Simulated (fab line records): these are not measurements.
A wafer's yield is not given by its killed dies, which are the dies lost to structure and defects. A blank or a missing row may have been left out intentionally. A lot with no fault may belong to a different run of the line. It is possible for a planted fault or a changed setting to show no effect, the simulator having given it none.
fab line records	flow nandHarc
record lots=7	wafers=21	lastDay=25
route steps=1159 shown P_BONDPAD@360 END@1159
lots with no fault: from the same line, run without faults
startH: hours from the record's opening day to when the first of the lot's shown wafers began	waitH: hours since the lot's step before	" identical to the entry in the row above	L1.1+2: a single row standing in for several wafers	- no value, or no start was given	* or withheld: withheld	< > ~ a bound
route shown NAME@n: names a module that has steps shown in the file, with the first one's number in the route	usual: average and standard deviation across the fault-free wafers	same: alike in all rows	chamber/n: place in a boat	sites: each site's reading	_std_site: standard deviation across them	_edge_site: inner sites' mean taken away from outer sites' mean	radiusMm: for every site, how far away it sits from the centre of the wafer	mask NAME#n: copy n	behind: tool/chamber where the wafer was last shaped	hold: why the lot was held/for how many hours/how that ended	device: the n, p or np transistor that did not switch	end of line: at the end of the route, the tests of the same wafers	where a step has no rows: the recipe by itself	killed: dies lost to structure and defects at the first sort, not the wafer's yield	map: a wafer's dies, x killed, . not, _ none there
set.NAME: the setting the step ran with; set.NAME@STEP: the setting that earlier step ran with	model.NAME: the simulator's own value behind a step, which no gauge read
a table for each step, a row for each wafer; lots at some steps of the route
services: a tool's chamber out of use, with start hour (startH, from the record's first day; less than 0 if before it), hours out, and reason
## steps
# step NHARC_P_BONDPAD_EBR_05
# step NHARC_P_BONDPAD_EXPOSE_06
# recipe na=0.55	doseMj=37.06	maskId=P_BPAD
# step NHARC_P_BONDPAD_PEB_07
# recipe pebTempC=128	pebTimeS=80
# step NHARC_P_BONDPAD_DEVELOP_08
# recipe timeS=50	devTempC=22
# step NHARC_P_BONDPAD_CD_MEAS_09
# recipe targetCdNm=500	landingEnergyEv=500
# usual cdNm=500.3/1.7
lot.wafer	tool	chamber	startH	waitH	cdNm
L445.2	cdSem-03	0	142.31	-	500.7
L445.4	"	0	"	"	499.3
L445.5	"	0	"	"	501.9
L446.1	cdSem-02	0	153.25	-	499.9
L446.4	"	0	"	"	501.9
L446.6	"	0	"	"	498.8
L453.2	cdSem-02	0	184.94	-	500.9
L453.5	"	0	"	"	500.2
L453.6	"	0	"	"	500.2
L454.4	cdSem-01	0	186.08	-	498.6
L454.5	"	0	"	"	498.8
L454.6	"	0	"	"	500.3
L465.1	cdSem-01	0	253.61	-	500.9
L465.2	"	0	"	"	503.1
L465.6	"	0	"	"	502.8
L466.1	cdSem-03	0	254.34	-	500.5
L466.2	"	0	"	"	502.6
L466.5	"	0	"	"	503.9
L467.1	cdSem-01	0	269.72	-	499.5
L467.2	"	0	"	"	499.9
L467.4	"	0	"	"	501.5
# step NHARC_P_BONDPAD_OVL_MEAS_38
# usual overlayXNm=-1/5.3	overlayYNm=-1/4.7
lot.wafer	tool	chamber	startH	waitH	overlayXNm	overlayYNm
L445.2	overlay-01	-	142.39	-	3	-6
L445.4	"	-	"	"	4	-6
L445.5	"	-	"	"	3	-6
L446.1	overlay-02	-	153.34	-	-8	2
L446.4	"	-	"	"	-7	1
L446.6	"	-	"	"	-7	1
L453.2	overlay-01	-	185.02	-	-2	0
L453.5	"	-	"	"	-1	-1
L453.6	"	-	"	"	-2	-1
L454.4	overlay-01	-	186.17	-	2	-5
L454.5	"	-	"	"	2	-5
L454.6	"	-	"	"	2	-5
L465.1	overlay-01	-	253.70	-	0	-5
L465.2	"	-	"	"	0	-6
L465.6	"	-	"	"	1	-5
L466.1	overlay-02	-	254.43	-	-3	-3
L466.2	"	-	"	"	-2	-3
L466.5	"	-	"	"	-3	-3
L467.1	overlay-02	-	269.81	-	3	-3
L467.2	"	-	"	"	3	-3
L467.4	"	-	"	"	3	-3
# step NHARC_P_BONDPAD_HARDBAKE_10
# recipe tempC=118	timeS=65
# step NHARC_P_BONDPAD_DESCUM_11
# recipe timeS=3	o2FlowSccm=200	arFlowSccm=0	biasPowerW=0	chemistry=O2
# usual drypumpMotorCurrentA=5.8/0.6	oesProductAu=0.998/0.0086	rfVppV=57.5/0.9	showerheadPlenumPTorr=1.84/0.069	throttleValvePct=11.312/0.0093
lot.wafer	tool	chamber	startH	waitH	drypumpMotorCurrentA	oesProductAu	rfHoursCounterH	rfVppV	showerheadPlenumPTorr	throttleValvePct
L445.4	rieDiel-11	1	142.53	-	6.1	0.999	32	58.1	1.90	11.303
L445.2	"	3	"	"	6.6	1.003	32	57.1	1.97	11.315
L445.5	"	1	"	"	6.1	1.005	-	59.6	1.90	11.307
L446.1	rieDiel-04	2	153.48	-	5.8	1.003	4	56.9	1.79	11.291
L446.4	"	0	"	"	6.6	0.995	4	57.3	1.78	11.315
L446.6	"	1	"	"	5.2	1.001	-	59.9	1.93	11.322
L453.2	rieDiel-04	0	185.17	-	6.6	0.996	6	58.3	1.78	11.310
L453.6	"	1	"	"	5.2	0.996	-	58.3	1.93	11.307
L453.5	"	2	"	"	5.8	1.009	-	57.6	1.79	11.310
L454.4	rieDiel-04	1	186.31	-	5.2	0.991	6	58.8	1.93	11.311
L454.6	"	3	"	"	5.1	1.005	-	58.3	1.83	11.316
L454.5	"	0	"	"	6.6	0.995	-	58.6	1.78	11.319
L465.2	rieDiel-04	3	253.83	-	5.1	1.010	11	56.7	1.83	11.291
L465.1	"	0	"	"	6.6	0.985	11	57.2	1.78	11.301
L465.6	"	3	"	"	5.1	1.006	-	57.7	1.83	11.314
L466.2	rieDiel-04	1	254.57	-	5.2	1.002	11	57.8	1.93	11.314
L466.1	"	2	"	"	5.9	1.000	12	58.4	1.78	11.309
L466.5	"	0	"	"	6.6	0.981	-	57.4	1.78	11.318
L467.4	rieDiel-04	0	269.94	-	6.6	0.972	13	56.0	1.78	11.293
L467.2	"	1	"	"	5.2	0.990	13	58.5	1.93	11.314
L467.1	"	2	"	"	5.8	0.986	14	56.9	1.78	11.307
# step NHARC_P_BONDPAD_ETCH_37
# recipe targetDepthA=600	overetchA=180	timeS=65.91	ionEnergyEv=200	n2FlowSccm=150	h2FlowSccm=150	arFlowSccm=0	rfW=400	biasW=150	chemistry=N2/H2
# usual drypumpMotorCurrentA=5.8/0.59	oesProductAu=0.998/0.0095	rfVppV=428.4/2.4	runLengthS=87.5/0.49	showerheadPlenumPTorr=1.96/0.077	throttleValvePct=14.170/0.008
lot.wafer	tool	chamber	startH	waitH	drypumpMotorCurrentA	oesProductAu	rfHoursCounterH	rfVppV	runLengthS	showerheadPlenumPTorr	throttleValvePct
L445.2	rieDiel-11	0	142.60	0.1	6.1	1.014	33	426.6	88.4	1.92	14.162
L445.4	"	1	"	"	6.1	1.008	32	430.4	87.6	2.03	14.181
L445.5	"	0	"	"	6.1	1.002	-	426.4	88.1	1.92	14.163
L446.4	rieDiel-04	1	153.56	0.1	5.2	0.995	3	430.9	87.0	2.06	14.165
L446.1	"	2	"	"	5.8	1.000	4	426.4	87.9	1.90	14.157
L446.6	"	0	"	"	6.6	0.988	-	426.3	87.2	1.89	14.170
L453.2	rieDiel-04	3	185.23	0.1	5.1	0.998	6	429.6	88.0	1.95	14.173
L453.5	"	3	"	"	5.1	0.992	-	427.6	87.8	1.95	14.182
L453.6	"	0	"	"	6.6	0.985	-	427.1	87.1	1.89	14.163
L454.4	rieDiel-04	3	186.56	0.2	5.1	1.000	6	426.3	88.2	1.95	14.179
L454.6	"	0	"	"	6.6	0.995	-	426.5	87.5	1.89	14.170
L454.5	"	1	"	"	5.2	1.001	-	429.6	86.8	2.06	14.173
L465.1	rieDiel-04	1	253.91	0.1	5.2	0.994	11	431.0	87.0	2.06	14.156
L465.2	"	0	"	"	6.6	0.974	11	425.7	87.1	1.89	14.179
L465.6	"	2	"	"	5.9	1.006	-	427.6	87.8	1.90	14.170
L466.1	rieDiel-04	0	254.64	0.1	6.6	0.987	11	426.0	87.3	1.89	14.165
L466.2	"	1	"	"	5.2	1.012	11	429.5	86.8	2.06	14.176
L466.5	"	0	"	"	6.6	0.983	-	426.5	87.3	1.89	14.172
L467.4	rieDiel-04	3	270.02	0.1	5.1	1.000	13	426.8	87.7	1.94	14.171
L467.2	"	0	"	"	6.6	0.987	13	425.0	87.4	1.89	14.158
L467.1	"	1	"	"	5.2	1.018	13	431.4	87.2	2.06	14.160
# step NHARC_P_BONDPAD_ETCH_12
# recipe targetDepthA=2000	timeS=100	chf3FlowSccm=50	o2FlowSccm=10	arFlowSccm=200	rfW=500	biasW=200	chemistry=CHF3/O2
# usual drypumpMotorCurrentA=5.8/0.58	oesProductAu=0.931/0.02	rfVppV=368.7/2	runLengthS=121.6/0.48	showerheadPlenumPTorr=2.32/0.083	throttleValvePct=20.572/0.0085
lot.wafer	tool	chamber	startH	waitH	drypumpMotorCurrentA	oesProductAu	rfHoursCounterH	rfVppV	runLengthS	showerheadPlenumPTorr	throttleValvePct
L445.2	rieDiel-11	2	-	-	6.1	0.936	30	370.6	121.0	2.44	20.569
L445.4	"	0	"	"	6.1	0.919	33	367.5	121.7	2.27	20.567
L445.5	"	3	"	"	6.5	0.942	-	372.5	120.8	2.47	20.569
L446.1	rieDiel-04	3	-	-	5.1	0.921	4	367.3	122.1	2.30	20.558
L446.4	"	0	"	"	6.6	0.932	4	366.4	121.0	2.24	20.562
L446.6	"	1	"	"	5.2	0.937	-	369.5	121.3	2.42	20.563
L453.2	rieDiel-04	1	-	-	5.2	0.928	5	369.4	121.3	2.42	20.562
L453.6	"	1	"	"	5.2	0.927	-	370.8	121.3	2.42	20.564
L453.5	"	2	"	"	5.9	0.921	-	367.6	121.9	2.25	20.572
L454.4	rieDiel-04	3	-	-	5.1	0.933	6	369.0	121.8	2.30	20.593
L454.5	"	0	"	"	6.6	0.939	-	366.7	121.0	2.24	20.582
L454.6	"	1	"	"	5.2	0.953	-	372.0	120.9	2.42	20.557
L465.1	rieDiel-04	2	-	-	5.8	0.927	12	367.5	122.0	2.25	20.577
L465.2	"	1	"	"	5.2	0.938	11	370.3	120.9	2.42	20.577
L465.6	"	3	"	"	5.1	0.924	-	368.8	121.8	2.30	20.577
L466.1	rieDiel-04	3	-	-	5.1	0.966	11	368.6	122.1	2.30	20.566
L466.2	"	0	"	"	6.6	0.955	11	367.6	121.4	2.24	20.571
L466.5	"	2	"	"	5.8	0.994	-	368.2	121.9	2.25	20.570
L467.4	rieDiel-04	3	-	-	5.1	0.920	13	368.8	121.8	2.30	20.575
L467.1	"	0	"	"	6.6	0.906	13	367.0	121.4	2.24	20.562
L467.2	"	1	"	"	5.2	0.923	13	370.4	121.3	2.42	20.568
# step NHARC_P_BONDPAD_CD_MEAS_13
# usual cdNm=499.6/2.1
lot.wafer	tool	chamber	startH	waitH	cdNm
L445.2	cdSem-03	-	142.83	-	499.2
L445.4	"	-	"	"	499.4
L445.5	"	-	"	"	501.1
L446.1	cdSem-01	-	153.78	-	499.2
L446.4	"	-	"	"	502.6
L446.6	"	-	"	"	497.2
L453.2	cdSem-03	-	185.47	-	500.9
L453.5	"	-	"	"	500.2
L453.6	"	-	"	"	499.0
L454.4	cdSem-02	-	186.78	-	496.8
L454.5	"	-	"	"	497.4
L454.6	"	-	"	"	499.6
L465.1	cdSem-03	-	254.14	-	500.6
L465.2	"	-	"	"	502.8
L465.6	"	-	"	"	501.4
L466.1	cdSem-03	-	254.87	-	499.9
L466.2	"	-	"	"	500.4
L466.5	"	-	"	"	503.1
L467.1	cdSem-03	-	270.25	-	497.7
L467.2	"	-	"	"	496.9
L467.4	"	-	"	"	500.6
# step NHARC_P_BONDPAD_STRIP_15
# recipe o2FlowSccm=500	arFlowSccm=0	biasW=0	chemistry=O2
# usual drypumpMotorCurrentA=5.8/0.6	oesProductAu=0.998/0.0092	rfVppV=57.5/0.94	showerheadPlenumPTorr=3.40/0.12	throttleValvePct=17.036/0.0087
lot.wafer	tool	chamber	startH	waitH	drypumpMotorCurrentA	oesProductAu	rfHoursCounterH	rfVppV	showerheadPlenumPTorr	throttleValvePct
L445.4	rieDiel-04	3	142.90	0.1	5.1	1.001	3	56.2	3.38	17.047
L445.2	"	1	"	"	5.2	0.998	2	56.3	3.56	17.023
L445.5	"	0	"	"	6.6	0.992	-	56.9	3.30	17.048
L446.1	rieDiel-04	1	153.88	0.1	5.2	0.997	3	58.5	3.56	17.044
L446.4	"	3	"	"	5.1	1.004	4	57.2	3.38	17.040
L446.6	"	0	"	"	6.6	0.999	-	57.9	3.30	17.038
L453.2	rieDiel-04	1	185.55	0.1	5.2	0.990	5	57.5	3.56	17.036
L453.5	"	0	"	"	6.6	0.979	-	58.0	3.30	17.031
L453.6	"	1	"	"	5.2	1.008	-	57.0	3.56	17.029
L454.4	rieDiel-11	1	186.88	0.1	6.1	0.982	50	58.8	3.50	17.030
L454.5	"	3	"	"	6.6	0.994	-	58.9	3.62	17.042
L454.6	"	0	"	"	6.1	0.996	-	57.5	3.33	17.032
L465.2	rieDiel-04	2	254.22	0.1	5.8	1.003	12	56.4	3.31	17.037
L465.1	"	3	"	"	5.1	1.009	11	56.8	3.38	17.040
L465.6	"	2	"	"	5.8	1.004	-	58.7	3.31	17.029
L466.2	rieDiel-04	0	254.96	0.1	6.6	0.972	11	55.9	3.30	17.042
L466.1	"	1	"	"	5.2	1.003	11	57.1	3.55	17.024
L466.5	"	3	"	"	5.1	1.001	-	59.1	3.38	17.026
L467.1	rieDiel-04	1	270.32	0.1	5.2	0.997	13	56.9	3.55	17.036
L467.4	"	2	"	"	5.9	0.998	14	57.5	3.30	17.025
L467.2	"	3	"	"	5.1	1.006	13	56.5	3.38	17.035
# step NHARC_P_BONDPAD_ETCH_24
# recipe targetDepthA=300	overEtchFrac=0.3	timeS=72.99	ionEnergyEv=150	cf4FlowSccm=50	n2FlowSccm=100	arFlowSccm=150	rfW=300	biasW=100	chemistry=CF4/N2
# usual drypumpMotorCurrentA=5.8/0.6	oesProductAu=0.998/0.0094	rfVppV=312.7/1.6	runLengthS=94.5/0.44	showerheadPlenumPTorr=2.53/0.091	throttleValvePct=19.793/0.0087
lot.wafer	tool	chamber	startH	waitH	drypumpMotorCurrentA	oesProductAu	rfHoursCounterH	rfVppV	runLengthS	showerheadPlenumPTorr	throttleValvePct
L445.2	rieDiel-04	3	143.06	-	5.1	1.010	3	313.2	95.1	2.52	19.776
L445.4	"	0	"	"	6.6	0.986	3	311.9	94.7	2.45	19.792
L445.5	"	0	"	"	6.6	0.995	-	312.8	94.5	2.45	19.794
L446.1	rieDiel-04	0	154.01	-	6.6	0.986	4	310.5	94.2	2.45	19.804
L446.4	"	2	"	"	5.9	1.008	4	311.3	95.2	2.46	19.794
L446.6	"	0	"	"	6.6	0.992	-	310.4	94.0	2.45	19.802
L453.2	rieDiel-04	0	185.75	-	6.6	0.985	6	311.9	94.3	2.45	19.807
L453.6	"	2	"	"	5.8	1.000	-	311.6	94.8	2.46	19.805
L453.5	"	3	"	"	5.1	1.006	-	313.3	95.2	2.51	19.805
L454.4	rieDiel-11	0	186.99	-	6.1	0.991	52	311.1	94.7	2.47	19.796
L454.6	"	0	"	"	6.1	0.993	-	311.7	94.7	2.47	19.788
L454.5	"	1	"	"	6.1	1.000	-	314.0	94.8	2.60	19.795
L465.1	rieDiel-04	3	254.37	-	5.1	1.002	11	310.6	101.5	2.51	19.768
L465.2	"	0	"	"	6.6	0.991	11	311.4	101.3	2.45	19.778
L465.6	"	0	"	"	6.6	0.988	-	310.3	101.2	2.45	19.790
L466.1	rieDiel-04	3	255.10	-	5.1	1.003	11	312.6	101.6	2.51	19.790
L466.2	"	0	"	"	6.6	0.978	11	312.0	100.8	2.45	19.795
L466.5	"	3	"	"	5.1	1.010	-	312.7	101.7	2.51	19.789
L467.4	rieDiel-04	0	270.48	-	6.6	0.993	13	311.3	101.1	2.45	19.783
L467.1	"	2	"	"	5.8	1.006	14	311.6	101.5	2.46	19.789
L467.2	"	3	"	"	5.1	1.000	13	312.1	101.8	2.51	19.799
# step NHARC_P_BONDPAD_STRIP_16
# recipe timeS=600	tempC=30	chemistry=postEtchResidueRemover
# step NHARC_END_SORT_01
# recipe tempC=25
# usual defectLimitedYield=95.2/1.6	killedAtArray=29/11	killedAtOther=0.6/0.75	killedAtPeriphery=3.1/2.1	killedDies=32/11	killedOpen=3.0/1.8	killedShort=1.8/1.3	sort_bin_2_pct=1.5/0.7	sort_bin_3_pct=0.26/0.22	sort_bin_4_pct=3.0/1	sortNPass=645/11	sortRimYieldPct=94.9/3	sortYieldPct=95.2/1.6
# same grossDies=677	sort_bin_5_pct[%]=0	sort_bin_6_pct[%]=0	sort_bin_7_pct[%]=0	sort_bin_8_pct[%]=0	sortRimNGross=106.00
lot.wafer	tool	chamber	startH	waitH	defectLimitedYield[%]	killedAtArray	killedAtOther	killedAtPeriphery	killedDies	killedOpen	killedShort	sort_bin_2_pct[%]	sort_bin_3_pct[%]	sort_bin_4_pct[%]	sortNPass	sortRimYieldPct[%]	sortYieldPct[%]
L446.1	prober-02	0	466.75	2.5	95.1	30	1	2	33	1	3	1.3	0.44	3.1	644	93.4	95.1
L446.4	prober-02	0	469.13	3.4	97.6	14	0	2	16	3	0	0.7	0.15	1.5	661	98.1	97.6
L446.6	prober-02	0	470.71	4.0	96.9	18	1	2	21	5	0	1.3	0.15	1.6	656	96.2	96.9
L466.1	prober-01	0	561.20	2.5	95.0	30	0	4	34	2	2	1.2	0.15	3.7	643	96.2	95.0
L466.2	prober-01	0	562.00	2.8	94.2	33	0	6	39	5	3	1.9	0.59	3.2	638	95.3	94.2
L466.5	prober-01	0	564.37	3.7	94.2	36	0	3	39	2	1	1.8	0.15	3.8	638	94.3	94.2
L467.1	prober-02	0	589.49	2.5	96.3	21	1	3	25	2	0	1.5	0	2.2	652	97.2	96.3
L467.2	prober-02	0	590.29	2.8	95.9	20	3	5	28	2	2	1.2	0	3.0	649	96.2	95.9
L467.4	prober-02	0	591.90	3.4	96.9	18	1	2	21	1	0	0.6	0	2.5	656	99.1	96.9
# killed by level:class
L446.1 A_CHANNEL_HOLE_D1:chamberFilmFlake=18 A_CONTACT:chamberFilmFlake=4 A_WL_FILL:chamberFilmFlake=3 A_ONON_D1:geometricParticle:short=2 P_GATE:chamberFilmFlake=2 A_SGD_CUT:geometricParticle:short=1 A_BLC:geometricParticle:open=1 A_SLIT:chamberFilmFlake=1
L446.4 A_CHANNEL_HOLE_D1:chamberFilmFlake=9 A_CONTACT:chamberFilmFlake=2 P_M0:geometricParticle:open=1 P_M2:geometricParticle:open=1 A_CONTACT:geometricParticle:open=1 A_STAIRCASE:chamberFilmFlake=1 A_WL_FILL:chamberFilmFlake=1
L446.6 A_CHANNEL_HOLE_D1:chamberFilmFlake=10 A_CONTACT:chamberFilmFlake=4 P_CONTACT:geometricParticle:open=1 P_M2:geometricParticle:open=1 A_CHANNEL_FILL_D1:geometricParticle:open=1 A_SGD_CUT:geometricParticle:open=1 A_CONTACT:geometricParticle:open=1 THIN_TSV:chamberFilmFlake=1
L466.1 A_CONTACT:chamberFilmFlake=10 A_STAIRCASE:chamberFilmFlake=8 A_CHANNEL_HOLE_D1:chamberFilmFlake=4 A_M1:chamberFilmFlake=3 A_CONTACT:geometricParticle:open=2 P_ZERO_WELL:chamberFilmFlake=2 P_CONTACT:geometricParticle:short=1 A_WL_FILL:geometricParticle:short=1
L466.2 A_STAIRCASE:chamberFilmFlake=9 A_CHANNEL_HOLE_D1:chamberFilmFlake=9 A_M1:chamberFilmFlake=5 P_ZERO_WELL:chamberFilmFlake=3 A_BLC:chamberFilmFlake=3 P_CONTACT:geometricParticle:short=1 P_CONTACT:geometricParticle:open=1 P_M0:geometricParticle:open=1
L466.5 A_STAIRCASE:chamberFilmFlake=9 A_M1:chamberFilmFlake=8 A_CHANNEL_HOLE_D1:chamberFilmFlake=7 A_CONTACT:chamberFilmFlake=4 A_BLC:chamberFilmFlake=4 P_ZERO_WELL:chamberFilmFlake=2 A_WL_FILL:chamberFilmFlake=2 P_M0:geometricParticle:open=1
L467.1 A_CHANNEL_HOLE_D1:chamberFilmFlake=8 A_SGD_CUT:chamberFilmFlake=7 A_STAIRCASE:chamberFilmFlake=3 P_STI:chamberFilmFlake=2 P_CONTACT:geometricParticle:open=1 A_M0:geometricParticle:open=1 A_SLIT:chamberFilmFlake=1 A_CONTACT:chamberFilmFlake=1
L467.2 A_CHANNEL_HOLE_D1:chamberFilmFlake=6 P_STI:chamberFilmFlake=4 A_SGD_CUT:chamberFilmFlake=4 A_CONTACT:chamberFilmFlake=4 THIN_TSV:chamberFilmFlake=3 A_WL_FILL:geometricParticle:short=2 A_STAIRCASE:chamberFilmFlake=2 P_GATE:geometricParticle:open=1
L467.4 A_CHANNEL_HOLE_D1:chamberFilmFlake=10 A_SGD_CUT:chamberFilmFlake=5 A_CONTACT:chamberFilmFlake=2 P_M2:geometricParticle:open=1 P_STI:chamberFilmFlake=1 A_SLIT:chamberFilmFlake=1 THIN_TSV:chamberFilmFlake=1
## services
tool	chamber	startH	hours	kind
rieDiel-04	0	120.90	-	clean
rieDiel-04	1	120.90	-	clean
rieDiel-04	2	120.90	-	clean
rieDiel-04	3	120.90	-	clean
rieDiel-11	1	139.03	2.7	repair
rieDiel-04	0	145.40	-	clean
rieDiel-04	1	145.40	-	clean
rieDiel-04	2	145.40	-	clean
rieDiel-04	3	145.40	-	clean
rieDiel-04	0	169.90	-	clean
rieDiel-04	1	169.90	-	clean
rieDiel-04	2	169.90	-	clean
rieDiel-04	3	169.90	-	clean
rieDiel-11	0	190.93	4.3	repair
rieDiel-04	0	194.40	-	clean
rieDiel-04	1	194.40	-	clean
rieDiel-04	2	194.40	-	clean
rieDiel-04	3	194.40	-	clean
rieDiel-04	0	205.54	2.6	repair
rieDiel-11	1	216.08	4.8	repair
rieDiel-04	0	218.90	-	clean
rieDiel-04	1	218.90	-	clean
rieDiel-04	2	218.90	-	clean
rieDiel-11	-	221.64	9.0	pm
## key
firstSign step=NHARC_P_BONDPAD_ETCH_24	reading=runLengthS	direction=up	sigmas=16	usual=*	struck=*
effect none on later readings
metAt NHARC_P_BONDPAD_ETCH_24
struckWafers L465.1,L465.2,L465.6,L466.1,L466.2,L466.5,L467.1,L467.2,L467.4
onsetBetween 185.75 254.37
fault kind=processParameterDrift	tool=rieDiel-04	chamber=-	onsetH=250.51	steps=NHARC_P_BONDPAD_ETCH_24	channel=timeS	offset=*	shape=step	endH=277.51	actsIn=*	stated=*
